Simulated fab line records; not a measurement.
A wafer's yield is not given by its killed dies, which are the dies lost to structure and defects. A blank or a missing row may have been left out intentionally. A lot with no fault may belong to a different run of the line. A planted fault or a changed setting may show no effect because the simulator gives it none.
Matching of chambers :: flow n5_finfet :: N5_BEOL_M3_STRIP_36 on rie_diel-01: 4 sister chambers
The step strips in N2/H2. 7 wafers are shown with their chamber, then 7 later ones without.

WAFERS PAIRED WITH THEIR CHAMBERS
wafer: L088.3
chamber: 1
showerhead_plenum_p_Torr (Torr): 2.53
throttle_valve_pct (%): 23.70

wafer: L088.5
chamber: 2
showerhead_plenum_p_Torr (Torr): 2.69
throttle_valve_pct (%): 24.09

wafer: L091.1
chamber: 2
showerhead_plenum_p_Torr (Torr): 2.69
throttle_valve_pct (%): 24.06

wafer: L091.3
chamber: 3
showerhead_plenum_p_Torr (Torr): 2.47
throttle_valve_pct (%): 23.66

wafer: L091.4
chamber: 1
showerhead_plenum_p_Torr (Torr): 2.52
throttle_valve_pct (%): 23.72

wafer: L079.1
chamber: 0
showerhead_plenum_p_Torr (Torr): 2.44
throttle_valve_pct (%): 24.03

wafer: L079.2
chamber: 3
showerhead_plenum_p_Torr (Torr): 2.47
throttle_valve_pct (%): 23.67

WAFERS WITHOUT THEIR CHAMBER
wafer: L079.6
showerhead_plenum_p_Torr (Torr): 2.69
throttle_valve_pct (%): 24.09

wafer: L097.1
showerhead_plenum_p_Torr (Torr): 2.52
throttle_valve_pct (%): 23.73

wafer: L097.2
showerhead_plenum_p_Torr (Torr): 2.44
throttle_valve_pct (%): 24.01

wafer: L097.6
showerhead_plenum_p_Torr (Torr): 2.44
throttle_valve_pct (%): 24.01

wafer: L096.1
showerhead_plenum_p_Torr (Torr): 2.44
throttle_valve_pct (%): 23.99

wafer: L096.3
showerhead_plenum_p_Torr (Torr): 2.52
throttle_valve_pct (%): 23.73

wafer: L096.6
showerhead_plenum_p_Torr (Torr): 2.52
throttle_valve_pct (%): 23.71

WHICH CHAMBER EACH ONE RAN IN
wafer: L079.6
from the rows above: 2
in truth: 2

wafer: L097.1
from the rows above: 1
in truth: 1

wafer: L097.2
from the rows above: 0
in truth: 0

wafer: L097.6
from the rows above: 0
in truth: 0

wafer: L096.1
from the rows above: 0
in truth: 0

wafer: L096.3
from the rows above: 1
in truth: 1

wafer: L096.6
from the rows above: 1
in truth: 1
7 of 7 placed correctly. Not placeable from these rows: 0. Number placed wrongly: 0.
How it was worked out, from the rows above alone: a wafer's distance from a chamber is the root of the sum, over the readings, of the square of ((its reading less the chamber's mean) divided by the reading's scatter). If the next closest chamber is less than 2 further off than the closest, the wafer can't be placed; otherwise it belongs to the closest. For every chamber, the mean is computed from those of its wafers that are shown. How the scatter is found: for the shown wafers, subtract from each reading the mean of its chamber, square and add these, divide the total by (wafers less chambers), then take the root.
